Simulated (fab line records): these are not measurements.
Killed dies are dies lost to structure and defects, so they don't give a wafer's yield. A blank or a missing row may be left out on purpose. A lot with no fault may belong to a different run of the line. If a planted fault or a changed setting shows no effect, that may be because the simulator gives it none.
Problem report in the 8D (eight disciplines) form, filled by code | flow n5Finfet | the parts of the form that need people (team, actions taken, sign-off) are left out

1. WHAT WENT WRONG
Wafers with no fault read 150.0 W with a standard deviation of 0.45, whereas biasW at N5_BEOL_M5_ETCH_72 reads a mean of 122.5 W on 1 wafer of 1 lot. That puts it -61 standard deviations away from the usual mean.
The step: etches underlayer in N2/H2, target depth 6.5 nm, time 5.2 s.
The first sign was on wafer L595.5 at day 13 07:08, on rieDiel-06. The record holds 30 wafers of 10 lots with a number at this step. The rule behind "out" and "out of limits": a value lying over 4 standard deviations away from the usual mean. The other wafers with a number count as sound.

2. WHAT IT IS, WHAT IT ISN'T
question                    | is                | is not
which readings at this step | biasW, rfVppV     | drypumpMotorCurrentA, h2FlowSccm, oesProductAu, showerheadPlenumPTorr, throttleValvePct
which lots                  | L595              | L581, L584, L585, L588, L589, L596, L598, L602, L604
which wafers of those lots  | L595.5            | L595.1, L595.2
read on which tools         | rieDiel-06        | rieDiel-02, rieDiel-04
when                        | from day 13 07:08 | up to then (20 sound wafers); but 9 sound wafers of L598, L602, L604 came after

3. SUSPECTS, AND WHAT RULES EACH OUT
Counting: a tool at a process step up to the reading stays a suspect if it ran every lot that is out. Sound lots after the first of them don't rule it out here, since some wafers of a struck lot are sound.
- cmp-01 at N5_BEOL_M4_CMP_52 (polishes, stops on SiOC, t overpolish 6.8 s, target thk 40 nm): kept. It ran the lot that is out, L595 (day 13 03:11); its last sound lot up to then is L584 (day 10 00:43).
- cvdCo-01 at N5_BEOL_M4_PRE_CLEAN_60 (time 15 s): kept. It ran the lot that is out, L595 (day 13 03:31); its last sound lot up to then is L589 (day 11 04:35).
- rieDiel-06 at N5_BEOL_M5_ETCH_72 (etches underlayer in N2/H2, target depth 6.5 nm, time 5.2 s): kept. It ran the lot that is out, L595 (day 13 07:08); its last sound lot up to then is L588 (day 11 05:36). On those wafers its own readings are out: biasW, rfVppV.
- Within cvdCo-01 at N5_BEOL_M4_PRE_CLEAN_60: the wafers that are out ran in chamber 0; their sound lot-mates ran in chambers 1, 2.
- Within rieDiel-06 at N5_BEOL_M5_ETCH_72: the wafers that are out ran in chamber 2; their sound lot-mates ran in chambers 1, 3.
After the count, these remain: cmp-01 at N5_BEOL_M4_CMP_52, cvdCo-01 at N5_BEOL_M4_PRE_CLEAN_60 and rieDiel-06 at N5_BEOL_M5_ETCH_72.

4. THE CAUSE (what the simulator had put in)
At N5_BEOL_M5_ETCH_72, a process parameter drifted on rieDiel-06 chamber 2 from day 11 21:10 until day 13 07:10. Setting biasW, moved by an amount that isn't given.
This tool is one of the 3 suspects left after counting.

5. THE EFFECT CHAIN, in route order
Each row: a reading where the mean over the struck wafers with a number is more than 3 standard deviations away from the usual. Scope: only readings with a usual standard deviation given in the record; hours: median across lots of the time from each lot's start at the first step in this table that gives one to its start at this step; sigmas: change in usual standard deviations.
hours | step               | reading | usual   | on struck wafers | change | sigmas
0     | N5_BEOL_M5_ETCH_72 | biasW   | 150.0 W | 122.5            | -27.5  | -61
0     | N5_BEOL_M5_ETCH_72 | rfVppV  | 523.3 V | 457.1            | -66.2  | -26
Process steps it contains:
- N5_BEOL_M5_ETCH_72: etches underlayer in N2/H2, target depth 6.5 nm, time 5.2 s.

6. WHAT WOULD HAVE CAUGHT IT SOONER
34 hours passed between the start of the fault at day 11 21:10 and the first reading out of limits in this record, taken at day 13 07:08.
